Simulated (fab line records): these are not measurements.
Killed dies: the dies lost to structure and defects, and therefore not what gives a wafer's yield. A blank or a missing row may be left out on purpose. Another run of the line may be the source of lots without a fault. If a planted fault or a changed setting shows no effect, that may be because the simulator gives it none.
fab line records    flow n5-finfet
[record] lots = 24  wafers = 72  last-day = 20
route steps=1938 shown BEOL_M12@1619 BEOL_M13@1669
lots that met no fault: from a run of the same line without faults
start-h: the number of hours between the record's first day and the start of the first shown wafer of the lot    wait-h: hours since the lot's step before    " as in the row above    L1.1+2: one row covering several wafers at once    - no value present, or no start provided    * or withheld: withheld    < > ~ a bound
route shown NAME@n: a module of which the file shows steps, and the number in the route of the first    usual: the fault-free wafers' mean and standard deviation    same: alike in all rows    chamber/n: place in a boat    sites: each site's reading    _std_site: how widely they spread, as a standard deviation    _edge_site: mean of outer sites minus mean of inner sites    radius-mm: for every site, how far away it sits from the centre of the wafer    mask NAME#n: copy n    behind: the most recent tool/chamber to have shaped the wafer    hold: the reason the lot was held/the length of the hold in hours/how it ended    device: names the non-switching transistor (n, p or np)    end of line: the route-end tests of the same wafers    where a step has no rows: the recipe by itself    killed: the dies lost at the first sort to structure and to defects; this is not the yield of the wafer    map: shows each die of a wafer: x if killed, . if not, _ if none is there
set.NAME: the setting the step ran with; set.NAME@STEP: the setting that earlier step ran with    model.NAME: the simulator's own value behind a step, which no gauge read
a sample of lots followed through the steps of the route, with each step as a table and each wafer as a row
services: when a tool's chamber went out of use (start-h, in hours from the record's first day, below 0 if earlier), for how many hours, and the reason
[[steps]]
[step N5_BEOL_M12_STRIP_64]
[recipe] chemistry = N2/H2  power-w = 1000  temp-c = 250  h2-frac = 0.65  overash-fraction = 0.3  pressure-mtorr = withheld  n2-flow-sccm = 1750  h2-flow-sccm = 3250
[usual] drypump-motor-current-A = 5.77/0.11  heater-power-w = 339/24  oes-product-au = 0.715/0.0045  strip-time-to-endpoint-s = 31.32/0.071
lot.wafer  tool             chamber  start-h  wait-h  drypump-motor-current-A  heater-power-w  oes-product-au  rf-hours-counter-h  strip-time-to-endpoint-s
L074.1     plasma-asher-02  1        258.88   0.0     5.71                     304             0.713           120                 31.34
L074.3     "                1        "        "       5.74                     301             0.713           -                   31.35
L074.5     "                0        "        "       5.95                     348             0.711           -                   31.31
L079.1     plasma-asher-01  0        263.59   0.0     5.62                     366             0.710           76                  31.28
L079.3     "                1        "        "       5.72                     340             0.711           -                   31.30
L079.5     "                0        "        "       5.63                     363             0.715           -                   31.32
L077.2     plasma-asher-01  1        265.19   0.0     5.75                     348             0.731           77                  31.19
L077.5     "                0        "        "       5.68                     358             0.714           -                   31.16
L077.6     "                1        "        "       5.74                     342             0.709           -                   31.19
L076.1     plasma-asher-02  0        265.60   0.0     5.94                     346             0.717           122                 31.39
L076.2     "                1        "        "       5.72                     307             0.723           122                 31.35
L076.4     "                0        "        "       5.94                     355             0.708           -                   31.35
L075.2     plasma-asher-02  0        271.67   0.0     5.93                     351             0.717           123                 31.35
L075.3     "                1        "        "       5.72                     306             0.718           -                   31.41
L075.6     "                1        "        "       5.72                     307             0.713           -                   31.41
L078.1     plasma-asher-02  1        280.63   0.0     5.71                     304             0.714           125                 31.25
L078.4     "                1        "        "       5.72                     296             0.713           -                   31.19
L078.6     "                1        "        "       5.73                     299             0.721           -                   31.30
L080.1     plasma-asher-02  0        289.24   0.0     5.95                     345             0.717           127                 31.38
L080.3     "                1        "        "       5.76                     302             0.712           -                   31.51
L080.5     "                1        "        "       5.75                     302             0.715           -                   31.53
L081.2     plasma-asher-02  0        293.39   0.0     5.95                     350             0.719           128                 31.34
L081.5     "                0        "        "       5.94                     353             0.714           -                   31.30
L081.6     "                1        "        "       5.74                     298             0.713           -                   31.35
L082.2     plasma-asher-01  1        317.99   0.0     5.74                     345             0.715           88                  31.36
L082.3     "                0        "        "       5.68                     369             0.720           -                   31.27
L082.5     "                0        "        "       5.68                     365             0.713           -                   31.40
L085.2     plasma-asher-02  1        319.10   0.0     5.72                     305             0.716           132                 31.32
L085.3     "                0        "        "       5.94                     347             0.712           -                   31.23
L085.4     "                1        "        "       5.71                     306             0.726           -                   31.35
L084.2     plasma-asher-01  0        352.33   0.0     5.64                     358             0.713           94                  31.30
L084.4     "                1        "        "       5.73                     338             0.718           -                   31.36
L084.5     "                1        "        "       5.73                     339             0.721           -                   31.35
L086.2     plasma-asher-01  1        353.31   0.0     5.75                     346             0.717           95                  31.47
L086.3     "                1        "        "       5.75                     343             0.720           -                   31.34
L086.4     "                0        "        "       5.66                     364             0.712           -                   31.37
L089.2     plasma-asher-01  1        359.60   0.0     5.72                     335             0.714           96                  31.34
L089.3     "                0        "        "       5.65                     366             0.720           -                   31.35
L089.5     "                0        "        "       5.67                     364             0.713           -                   31.34
L083.3     plasma-asher-02  0        365.00   0.0     5.92                     353             0.714           -                   31.32
L083.4     "                1        "        "       5.73                     306             0.711           -                   31.38
L083.5     "                1        "        "       5.73                     299             0.714           -                   31.30
L088.1     plasma-asher-01  0        369.78   0.0     5.66                     366             0.714           98                  31.28
L088.2     "                1        "        "       5.72                     347             0.708           98                  31.30
L088.4     "                1        "        "       5.72                     339             0.714           -                   31.31
L087.1     plasma-asher-01  1        371.99   0.0     5.71                     340             0.719           99                  31.26
L087.4     "                0        "        "       5.68                     357             0.716           -                   31.33
L087.6     "                0        "        "       5.69                     365             0.708           -                   31.34
L090.2     plasma-asher-02  0        376.85   0.0     5.93                     348             0.709           143                 31.30
L090.3     "                1        "        "       5.73                     301             0.716           -                   31.27
L090.6     "                1        "        "       5.75                     313             0.718           -                   31.31
L093.3     plasma-asher-02  0        396.13   0.0     5.93                     349             0.715           -                   31.33
L093.4     "                1        "        "       5.73                     304             0.719           -                   31.39
L093.5     "                1        "        "       5.73                     302             0.709           -                   31.27
L092.1     plasma-asher-01  0        399.15   0.0     5.65                     365             0.717           104                 31.37
L092.2     "                1        "        "       5.73                     341             0.719           104                 31.39
L092.6     "                1        "        "       5.73                     344             0.709           -                   31.33
L094.1     plasma-asher-02  1        405.53   0.0     5.72                     306             0.707           148                 31.36
L094.2     "                0        "        "       5.96                     352             0.716           148                 31.32
L094.3     "                1        "        "       5.72                     305             0.722           -                   31.37
L091.1     plasma-asher-02  0        406.10   0.0     5.96                     344             0.715           148                 31.25
L091.3     "                0        "        "       5.96                     355             0.716           -                   31.33
L091.6     "                0        "        "       5.92                     354             0.718           -                   31.26
L097.1     plasma-asher-01  0        414.42   0.0     5.64                     366             0.711           107                 31.39
L097.2     "                1        "        "       5.74                     348             0.716           107                 31.34
L097.5     "                1        "        "       5.74                     343             0.715           -                   31.27
L095.4     plasma-asher-02  0        415.81   0.0     5.94                     344             0.712           -                   31.23
L095.5     "                1        "        "       5.72                     308             0.715           -                   31.33
L095.6     "                0        "        "       5.90                     356             0.713           -                   31.26
L096.2     plasma-asher-01  1        432.87   0.0     5.73                     337             0.717           111                 31.19
L096.3     "                1        "        "       5.73                     345             0.715           -                   31.24
L096.6     "                0        "        "       5.67                     360             0.717           -                   31.29
[step N5_BEOL_M12_CD_MEAS_17]
[recipe] target-cd-nm = 140  polarity = opening
[usual] cd-nm = 139.9/1.4
lot.wafer  tool       chamber  start-h  wait-h  cd-nm
L074.1     cd-sem-03  -        259.03   0.0     139.3
L074.3     "          -        "        "       139.4
L074.5     "          -        "        "       138.0
L079.1     cd-sem-01  -        263.74   0.0     141.2
L079.3     "          -        "        "       139.7
L079.5     "          -        "        "       139.6
L077.2     cd-sem-01  -        265.34   0.0     138.9
L077.5     "          -        "        "       139.3
L077.6     "          -        "        "       141.7
L076.1     cd-sem-02  -        265.75   0.0     139.6
L076.2     "          -        "        "       140.2
L076.4     "          -        "        "       139.4
L075.2     cd-sem-01  -        271.82   0.0     141.9
L075.3     "          -        "        "       142.9
L075.6     "          -        "        "       140.6
L078.1     cd-sem-02  -        280.78   0.0     140.6
L078.4     "          -        "        "       141.9
L078.6     "          -        "        "       141.5
L080.1     cd-sem-01  -        289.39   0.0     139.9
L080.3     "          -        "        "       139.4
L080.5     "          -        "        "       140.5
L081.2     cd-sem-03  -        293.54   0.0     141.1
L081.5     "          -        "        "       141.1
L081.6     "          -        "        "       140.3
L082.2     cd-sem-02  -        318.14   0.0     140.7
L082.3     "          -        "        "       141.3
L082.5     "          -        "        "       140.7
L085.2     cd-sem-02  -        319.31   0.0     139.3
L085.3     "          -        "        "       139.1
L085.4     "          -        "        "       138.4
L084.2     cd-sem-02  -        352.48   0.0     141.4
L084.4     "          -        "        "       140.4
L084.5     "          -        "        "       141.3
L086.2     cd-sem-01  -        353.45   0.0     139.8
L086.3     "          -        "        "       141.9
L086.4     "          -        "        "       140.0
L089.2     cd-sem-03  -        359.76   0.0     139.8
L089.3     "          -        "        "       139.4
L089.5     "          -        "        "       140.5
L083.3     cd-sem-02  -        365.13   0.0     140.8
L083.4     "          -        "        "       140.4
L083.5     "          -        "        "       139.0
L088.1     cd-sem-02  -        369.93   0.0     138.8
L088.2     "          -        "        "       137.2
L088.4     "          -        "        "       137.6
L087.1     cd-sem-02  -        372.15   0.0     139.3
L087.4     "          -        "        "       138.6
L087.6     "          -        "        "       140.8
L090.2     cd-sem-01  -        377.00   0.0     140.4
L090.3     "          -        "        "       137.7
L090.6     "          -        "        "       140.2
L093.3     cd-sem-02  -        396.26   0.0     137.8
L093.4     "          -        "        "       138.8
L093.5     "          -        "        "       140.4
L092.1     cd-sem-01  -        399.37   0.0     140.4
L092.2     "          -        "        "       140.8
L092.6     "          -        "        "       139.6
L094.1     cd-sem-01  -        405.67   0.0     140.3
L094.2     "          -        "        "       138.1
L094.3     "          -        "        "       139.4
L091.1     cd-sem-02  -        406.25   0.0     136.8
L091.3     "          -        "        "       140.1
L091.6     "          -        "        "       138.6
L097.1     cd-sem-02  -        414.58   0.0     137.3
L097.2     "          -        "        "       136.7
L097.5     "          -        "        "       139.8
L095.4     cd-sem-01  -        415.94   0.0     138.3
L095.5     "          -        "        "       141.2
L095.6     "          -        "        "       139.3
L096.2     cd-sem-03  -        433.03   0.0     142.1
L096.3     "          -        "        "       142.6
L096.6     "          -        "        "       142.4
[step N5_BEOL_M13_CD_MEAS_10]
[recipe] target-cd-nm = 190  landing-energy-ev = 500  detector = se-inlens  polarity = opening
[usual] cd-nm = 190.3/1.2
[same] landing-energy-ev = 500
lot.wafer  tool       chamber  start-h  wait-h  cd-nm
L074.1     cd-sem-03  0        262.73   -       190.2
L074.3     "          0        "        "       190.7
L074.5     "          0        "        "       190.5
L079.1     cd-sem-01  0        269.87   -       190.6
L079.3     "          0        "        "       191.1
L079.5     "          0        "        "       189.9
L076.1     cd-sem-02  0        270.38   -       191.5
L076.2     "          0        "        "       191.5
L076.4     "          0        "        "       191.2
L077.2     cd-sem-02  0        271.10   -       191.9
L077.5     "          0        "        "       191.2
L077.6     "          0        "        "       190.5
L075.2     cd-sem-03  0        277.25   -       189.8
L075.3     "          0        "        "       190.9
L075.6     "          0        "        "       190.9
L078.1     cd-sem-03  0        285.25   -       189.1
L078.4     "          0        "        "       189.4
L078.6     "          0        "        "       189.3
L080.1     cd-sem-02  0        294.92   -       188.0
L080.3     "          0        "        "       188.1
L080.5     "          0        "        "       187.9
L081.2     cd-sem-03  0        297.75   -       190.7
L081.5     "          0        "        "       189.7
L081.6     "          0        "        "       189.4
L082.2     cd-sem-01  0        322.27   -       191.6
L082.3     "          0        "        "       192.5
L082.5     "          0        "        "       192.9
L085.2     cd-sem-03  0        322.41   -       192.6
L085.3     "          0        "        "       191.3
L085.4     "          0        "        "       190.8
L084.2     cd-sem-02  0        356.53   -       188.3
L084.4     "          0        "        "       189.1
L084.5     "          0        "        "       188.7
L086.2     cd-sem-02  0        356.86   -       190.7
L086.3     "          0        "        "       191.4
L086.4     "          0        "        "       190.7
L089.2     cd-sem-02  0        366.64   -       189.0
L089.3     "          0        "        "       189.9
L089.5     "          0        "        "       189.3
L083.3     cd-sem-01  0        369.08   -       189.9
L083.4     "          0        "        "       189.5
L083.5     "          0        "        "       188.4
L088.1     cd-sem-02  0        376.03   -       189.4
L088.2     "          0        "        "       189.8
L088.4     "          0        "        "       189.0
L087.1     cd-sem-03  0        378.02   -       188.8
L087.4     "          0        "        "       189.2
L087.6     "          0        "        "       189.2
L090.2     cd-sem-01  0        382.47   -       189.6
L090.3     "          0        "        "       191.4
L090.6     "          0        "        "       189.7
L093.3     cd-sem-01  0        399.78   -       189.0
L093.4     "          0        "        "       189.1
L093.5     "          0        "        "       189.8
L092.1     cd-sem-01  0        405.46   -       191.4
L092.2     "          0        "        "       192.4
L092.6     "          0        "        "       190.7
L091.1     cd-sem-01  0        409.99   -       191.3
L091.3     "          0        "        "       190.1
L091.6     "          0        "        "       191.1
L094.1     cd-sem-01  0        410.60   -       191.3
L094.2     "          0        "        "       189.7
L094.3     "          0        "        "       191.1
L097.1     cd-sem-02  0        418.84   -       191.1
L097.2     "          0        "        "       190.2
L097.5     "          0        "        "       191.5
L095.4     cd-sem-02  0        421.76   -       191.1
L095.5     "          0        "        "       191.0
L095.6     "          0        "        "       190.3
L096.2     cd-sem-01  0        437.69   -       190.5
L096.3     "          0        "        "       191.2
L096.6     "          0        "        "       189.7
[step N5_BEOL_M13_ETCH_38]
[recipe] chemistry = CF4/N2  target = SiCN  target-depth-a = 675  taper-deg = 2  time-s = 71.9  ion-energy-ev = 150  mask-material = SiO2  pressure-mtorr = 40  source-w = 430  bias-w = 70  Ar_flow_sccm = 100  cf4-flow-sccm = 60  n2-flow-sccm = 60
[usual] bias-w = 70.00/0.2  drypump-motor-current-A = 5.7/0.44  oes-product-au = 0.80/0.082  rf-vpp-V = 382.2/2.1  showerhead-plenum-p-Torr = 2.21/0.077  throttle-valve-pct = 15.44/0.24
lot.wafer  tool         chamber  start-h  wait-h  bias-w  drypump-motor-current-A  oes-product-au  rf-hours-counter-h  rf-vpp-V  showerhead-plenum-p-Torr  throttle-valve-pct
L074.1     rie-diel-02  3        266.12   -       69.86   5.8                      0.77            119                 380.2     2.13                      15.80
L074.3     "            0        "        "       70.12   5.6                      0.87            48                  381.4     2.15                      15.28
L074.5     "            0        "        "       70.20   5.7                      0.87            -                   381.3     2.15                      15.28
L076.1     rie-diel-03  3        273.31   -       69.81   5.5                      0.86            45                  384.1     2.33                      15.25
L076.2     "            1        "        "       70.02   6.0                      0.70            247                 382.8     2.26                      15.62
L076.4     "            2        "        "       70.29   5.3                      0.94            13                  384.9     2.34                      15.26
L077.2     rie-diel-02  1        273.65   -       69.78   6.3                      0.87            38                  383.3     2.25                      15.17
L077.5     "            3        "        "       70.04   5.8                      0.76            -                   380.4     2.13                      15.83
L077.6     "            0        "        "       69.82   5.6                      0.87            -                   381.7     2.15                      15.28
L079.1     rie-diel-02  1        273.87   -       70.08   6.3                      0.87            38                  383.1     2.25                      15.16
L079.3     "            3        "        "       70.29   5.8                      0.76            121                 379.9     2.13                      15.81
L079.5     "            1        "        "       69.77   6.3                      0.87            -                   383.7     2.25                      15.18
L075.2     rie-diel-03  2        278.99   -       69.85   5.3                      0.94            15                  385.5     2.34                      15.25
L075.3     "            0        "        "       70.21   4.8                      0.80            74                  380.0     2.15                      15.28
L075.6     "            3        "        "       69.67   5.5                      0.85            -                   384.1     2.33                      15.26
L078.1     rie-diel-06  2        289.64   -       69.63   6.4                      0.74            186                 379.8     2.11                      15.35
L078.4     "            3        "        "       69.99   5.5                      0.68            229                 380.9     2.19                      15.80
L078.6     "            1        "        "       69.93   5.6                      0.69            -                   382.7     2.26                      15.90
L080.1     rie-diel-03  3        296.81   -       70.03   5.5                      0.86            55                  385.8     2.33                      15.28
L080.3     "            0        "        "       70.05   4.8                      0.78            81                  382.7     2.15                      15.31
L080.5     "            0        "        "       70.04   4.8                      0.79            -                   379.3     2.15                      15.32
L081.2     rie-diel-06  2        299.63   -       70.21   6.4                      0.73            189                 380.1     2.11                      15.35
L081.5     "            1        "        "       70.60   5.6                      0.69            -                   382.2     2.26                      15.90
L081.6     "            0        "        "       70.34   5.2                      0.88            -                   381.2     2.16                      15.25
L082.2     rie-diel-02  2        325.95   -       70.11   6.0                      0.71            210                 383.9     2.28                      15.62
L082.3     "            1        "        "       69.73   6.3                      0.85            54                  384.7     2.24                      15.19
L082.5     "            2        "        "       69.93   6.0                      0.71            -                   382.9     2.28                      15.64
L085.2     rie-diel-03  3        325.97   -       70.34   5.5                      0.84            61                  385.6     2.33                      15.28
L085.3     "            2        "        "       70.18   5.3                      0.89            29                  384.9     2.33                      15.28
L085.4     "            0        "        "       69.78   4.8                      0.78            88                  381.1     2.15                      15.32
L086.2     rie-diel-02  0        361.72   -       69.67   5.6                      0.84            75                  380.7     2.14                      15.34
L086.3     "            3        "        "       70.06   5.8                      0.74            146                 379.6     2.12                      15.88
L086.4     "            2        "        "       70.01   6.0                      0.70            218                 383.3     2.27                      15.66
L084.2     rie-diel-03  2        365.74   -       70.08   5.3                      0.89            38                  386.0     2.33                      15.30
L084.4     "            1        "        "       69.97   6.1                      0.94            15                  384.5     2.25                      15.17
L084.5     "            2        "        "       69.96   5.3                      0.88            -                   386.6     2.33                      15.30
L089.2     rie-diel-02  2        368.98   -       70.13   6.0                      0.70            220                 382.3     2.27                      15.67
L089.3     "            3        "        "       69.84   5.8                      0.74            147                 380.8     2.12                      15.85
L089.5     "            0        "        "       70.27   5.6                      0.83            -                   381.2     2.14                      15.34
L083.3     rie-diel-02  2        375.78   -       69.99   6.0                      0.71            222                 383.2     2.27                      15.67
L083.4     "            0        "        "       69.90   5.6                      0.84            79                  380.8     2.14                      15.34
L083.5     "            1        "        "       70.07   6.3                      0.84            -                   382.3     2.24                      15.24
L088.1     rie-diel-06  2        378.73   -       69.79   6.4                      0.71            212                 379.0     2.10                      15.38
L088.2     "            3        "        "       70.09   5.5                      0.66            255                 382.0     2.18                      15.87
L088.4     "            3        "        "       70.00   5.4                      0.67            -                   380.4     2.18                      15.85
L087.1     rie-diel-06  2        384.35   -       70.29   6.5                      0.72            213                 380.4     2.10                      15.41
L087.4     "            3        "        "       70.23   5.4                      0.67            -                   382.6     2.18                      15.86
L087.6     "            0        "        "       69.70   5.2                      0.85            -                   380.7     2.15                      15.29
L090.2     rie-diel-02  0        386.89   -       70.10   5.6                      0.84            82                  379.9     2.14                      15.34
L090.3     "            3        "        "       69.95   5.8                      0.73            153                 379.4     2.12                      15.87
L090.6     "            1        "        "       70.03   6.3                      0.82            -                   383.9     2.24                      15.24
L093.3     rie-diel-02  2        402.52   -       70.35   6.0                      0.69            231                 383.4     2.27                      15.68
L093.4     "            0        "        "       69.64   5.6                      0.82            89                  380.6     2.14                      15.37
L093.5     "            3        "        "       70.10   5.8                      0.74            -                   379.4     2.12                      15.89
L092.1     rie-diel-06  1        408.02   -       69.83   5.6                      0.97            4                   383.5     2.26                      15.41
L092.2     "            2        "        "       70.01   6.5                      0.71            218                 379.4     2.10                      15.40
L092.6     "            0        "        "       70.06   5.2                      0.83            -                   381.9     2.15                      15.30
L091.1     rie-diel-03  2        413.32   -       69.71   5.3                      0.86            56                  383.9     2.32                      15.34
L091.3     "            3        "        "       69.74   5.5                      0.81            88                  384.4     2.32                      15.32
L091.6     "            1        "        "       70.12   6.0                      0.93            -                   383.3     2.25                      15.19
L094.1     rie-diel-06  2        413.36   -       70.16   6.4                      0.71            221                 378.8     2.10                      15.41
L094.2     "            1        "        "       70.09   5.6                      0.97            7                   382.9     2.26                      15.41
L094.3     "            0        "        "       70.00   5.2                      0.84            74                  381.2     2.15                      15.31
L097.1     rie-diel-02  2        421.37   -       70.12   6.0                      0.69            237                 383.6     2.27                      15.69
L097.2     "            0        "        "       69.80   5.6                      0.82            95                  380.1     2.14                      15.38
L097.5     "            0        "        "       69.69   5.6                      0.82            -                   379.7     2.14                      15.39
L095.4     rie-diel-03  1        423.90   -       70.02   6.0                      0.91            31                  384.1     2.25                      15.20
L095.5     "            2        "        "       69.80   5.3                      0.86            -                   385.0     2.32                      15.33
L095.6     "            3        "        "       69.89   5.5                      0.81            -                   385.4     2.32                      15.35
L096.2     rie-diel-02  1        441.73   -       69.93   6.3                      0.81            88                  381.7     2.23                      15.28
L096.3     "            2        "        "       70.21   6.0                      0.68            243                 382.4     2.27                      15.70
L096.6     "            1        "        "       69.80   6.3                      0.82            -                   381.8     2.23                      15.30
[step N5_BEOL_M13_SPUTTER_43]
[recipe] material = TaN  target-thk-a = 150  temp-c = 50  bias-v = 168.6  power-w = 15000  chamber-pressure-pa = 0.12  time-s = 24.19
[usual] throttle-valve-pct = 29.9/1.1
lot.wafer  tool            chamber  start-h  wait-h  throttle-valve-pct
L074.1     pvd-sputter-03  -        266.40   0.0     29.3
L074.3     "               -        "        "       31.1
L074.5     "               -        "        "       29.2
L076.1     pvd-sputter-01  -        273.77   0.0     30.3
L076.2     "               -        "        "       29.1
L076.4     "               -        "        "       30.4
L077.2     pvd-sputter-01  -        274.09   0.0     28.1
L077.5     "               -        "        "       30.0
L077.6     "               -        "        "       30.4
L079.1     pvd-sputter-01  -        274.41   0.0     30.4
L079.3     "               -        "        "       28.1
L079.5     "               -        "        "       30.4
L075.2     pvd-sputter-03  -        279.30   0.0     31.2
L075.3     "               -        "        "       29.4
L075.6     "               -        "        "       32.0
L078.1     pvd-sputter-02  -        290.41   0.0     31.4
L078.4     "               -        "        "       29.9
L078.6     "               -        "        "       30.2
L080.1     pvd-sputter-01  -        299.20   0.0     30.2
L080.3     "               -        "        "       28.4
L080.5     "               -        "        "       30.3
L081.2     pvd-sputter-01  -        299.96   0.0     28.9
L081.5     "               -        "        "       29.9
L081.6     "               -        "        "       30.4
L082.2     pvd-sputter-02  -        326.46   0.0     28.4
L082.3     "               -        "        "       29.9
L082.5     "               -        "        "       30.2
L085.2     pvd-sputter-01  -        326.46   0.0     29.1
L085.3     "               -        "        "       30.0
L085.4     "               -        "        "       29.3
L086.2     pvd-sputter-01  -        362.35   0.0     28.6
L086.3     "               -        "        "       30.0
L086.4     "               -        "        "       29.2
L084.2     pvd-sputter-01  -        366.41   0.0     29.8
L084.4     "               -        "        "       30.3
L084.5     "               -        "        "       29.8
L089.2     pvd-sputter-02  -        369.92   0.0     30.0
L089.3     "               -        "        "       30.1
L089.5     "               -        "        "       28.5
L083.3     pvd-sputter-03  -        376.06   0.0     29.0
L083.4     "               -        "        "       31.3
L083.5     "               -        "        "       31.1
L088.1     pvd-sputter-01  -        379.27   0.0     30.1
L088.2     "               -        "        "       30.3
L088.4     "               -        "        "       29.0
L087.1     pvd-sputter-02  -        385.74   0.0     28.6
L087.4     "               -        "        "       30.3
L087.6     "               -        "        "       30.1
L090.2     pvd-sputter-02  -        387.25   0.0     28.7
L090.3     "               -        "        "       31.1
L090.6     "               -        "        "       30.4
L093.3     pvd-sputter-03  -        403.09   0.0     31.1
L093.4     "               -        "        "       29.4
L093.5     "               -        "        "       29.4
L092.1     pvd-sputter-02  -        408.57   0.0     31.3
L092.2     "               -        "        "       30.0
L092.6     "               -        "        "       30.2
L091.1     pvd-sputter-03  -        413.85   0.0     29.4
L091.3     "               -        "        "       32.2
L091.6     "               -        "        "       31.1
L094.1     pvd-sputter-01  -        413.85   0.0     29.1
L094.2     "               -        "        "       28.5
L094.3     "               -        "        "       30.0
L097.1     pvd-sputter-03  -        422.19   0.0     31.2
L097.2     "               -        "        "       32.1
L097.5     "               -        "        "       31.2
L095.4     pvd-sputter-01  -        424.62   0.0     28.1
L095.5     "               -        "        "       29.9
L095.6     "               -        "        "       30.2
L096.2     pvd-sputter-02  -        442.29   0.0     28.3
L096.3     "               -        "        "       30.2
L096.6     "               -        "        "       31.2
[step N5_BEOL_M13_ANNEAL_48]
[recipe] temp-c = 225  time-s = 90  ambient = N2
[usual] anneal-temp-c = 225.03/0.18  wafer_temp_C_max = 226.1/0.37
lot.wafer  tool           chamber  start-h  wait-h  anneal-temp-c  wafer_temp_C_max
L074.1     rtp-anneal-01  0        266.84   0.1     225.08         226.0
L074.3     "              0        "        "       225.52         225.4
L074.5     "              0        "        "       225.53         225.9
L076.1     rtp-anneal-02  0        274.53   0.4     224.65         226.5
L076.2     "              0        "        "       224.79         226.4
L076.4     "              0        "        "       224.55         226.4
L077.2     rtp-anneal-01  0        274.68   0.3     225.23         226.3
L077.5     "              0        "        "       224.96         225.7
L077.6     "              0        "        "       225.11         225.7
L079.1     rtp-anneal-01  0        275.13   0.4     225.04         226.2
L079.3     "              0        "        "       225.07         226.2
L079.5     "              0        "        "       225.14         225.9
L075.2     rtp-anneal-02  0        280.89   1.3     224.82         226.4
L075.3     "              0        "        "       225.06         226.1
L075.6     "              0        "        "       224.96         226.1
L078.1     rtp-anneal-01  0        290.85   0.1     224.74         225.7
L078.4     "              0        "        "       224.99         225.3
L078.6     "              0        "        "       225.10         225.6
L080.1     rtp-anneal-01  0        299.66   0.1     225.21         225.8
L080.3     "              0        "        "       225.12         226.0
L080.5     "              0        "        "       225.47         225.9
L081.2     rtp-anneal-02  0        300.46   0.2     225.28         226.1
L081.5     "              0        "        "       225.10         226.2
L081.6     "              0        "        "       225.22         226.1
L082.2     rtp-anneal-02  0        326.94   0.2     224.89         226.2
L082.3     "              0        "        "       224.95         226.5
L082.5     "              0        "        "       225.18         226.9
L085.2     rtp-anneal-02  0        327.21   0.4     225.10         226.1
L085.3     "              0        "        "       225.43         226.2
L085.4     "              0        "        "       224.91         226.1
L086.2     rtp-anneal-01  0        362.84   0.2     225.16         225.7
L086.3     "              0        "        "       225.17         225.7
L086.4     "              0        "        "       225.00         225.5
L084.2     rtp-anneal-01  0        366.90   0.2     225.12         225.8
L084.4     "              0        "        "       224.95         225.5
L084.5     "              0        "        "       224.96         225.5
L089.2     rtp-anneal-02  0        370.41   0.2     225.29         226.0
L089.3     "              0        "        "       225.30         226.4
L089.5     "              0        "        "       225.36         226.1
L083.3     rtp-anneal-01  0        377.02   0.6     225.09         226.2
L083.4     "              0        "        "       224.75         226.1
L083.5     "              0        "        "       224.88         225.6
L088.1     rtp-anneal-01  0        379.88   0.3     225.06         225.9
L088.2     "              0        "        "       224.79         225.6
L088.4     "              0        "        "       224.92         225.8
L087.1     rtp-anneal-02  0        386.20   0.1     225.01         226.4
L087.4     "              0        "        "       225.07         226.2
L087.6     "              0        "        "       224.98         226.6
L090.2     rtp-anneal-02  0        388.50   0.8     225.01         226.8
L090.3     "              0        "        "       225.17         225.9
L090.6     "              0        "        "       225.10         226.7
L093.3     rtp-anneal-02  0        403.62   0.2     225.05         226.5
L093.4     "              0        "        "       225.31         226.3
L093.5     "              0        "        "       225.13         226.6
L092.1     rtp-anneal-01  0        409.30   0.4     225.18         225.9
L092.2     "              0        "        "       224.97         225.8
L092.6     "              0        "        "       224.99         226.1
L091.1     rtp-anneal-02  0        414.32   0.1     224.96         226.5
L091.3     "              0        "        "       224.80         226.4
L091.6     "              0        "        "       224.86         226.3
L094.1     rtp-anneal-02  0        414.59   0.4     224.95         226.4
L094.2     "              0        "        "       224.95         226.5
L094.3     "              0        "        "       225.14         226.7
L097.1     rtp-anneal-01  0        422.63   0.1     224.97         225.6
L097.2     "              0        "        "       224.76         225.5
L097.5     "              0        "        "       224.95         225.6
L095.4     rtp-anneal-01  0        425.20   0.2     224.81         225.6
L095.5     "              0        "        "       225.15         225.8
L095.6     "              0        "        "       225.07         226.0
L096.2     rtp-anneal-02  0        442.77   0.2     224.99         226.8
L096.3     "              0        "        "       225.13         226.4
L096.6     "              0        "        "       225.31         226.3
[[services]]
tool             chamber  start-h  hours  kind
rie-diel-06      3        252.54   2.8    repair
rie-diel-03      1        260.48   6.6    repair
pvd-sputter-02   -        265.13   12.8   repair
plasma-asher-02  -        274.21   1.6    repair
rie-diel-03      1        280.85   -      clean
rie-diel-03      1        280.85   -      consumable-replace:focus-ring
rie-diel-03      1        280.85   20.3   scheduled-down
rie-diel-03      1        280.85   20.3   vent-cycle
plasma-asher-02  -        281.37   1.8    repair
plasma-asher-02  -        313.19   5.1    repair
rie-diel-03      3        318.68   3.2    repair
rie-diel-06      3        326.10   3.0    repair
rie-diel-06      1        356.46   -      clean
rie-diel-06      1        356.46   -      consumable-replace:focus-ring
rie-diel-06      1        356.46   29.5   scheduled-down
rie-diel-06      1        356.46   29.5   vent-cycle
pvd-sputter-03   -        361.72   2.7    repair
rie-diel-03      2        381.01   1.2    repair
rie-diel-02      -        383.04   0.7    repair
rie-diel-06      -        385.21   14.6   pm
rie-diel-03      1        388.62   8.8    repair
rie-diel-02      2        428.98   2.7    repair
plasma-asher-01  -        439.87   2.6    repair
pvd-sputter-03   -        442.05   4.1    repair
[[key]]
fault none
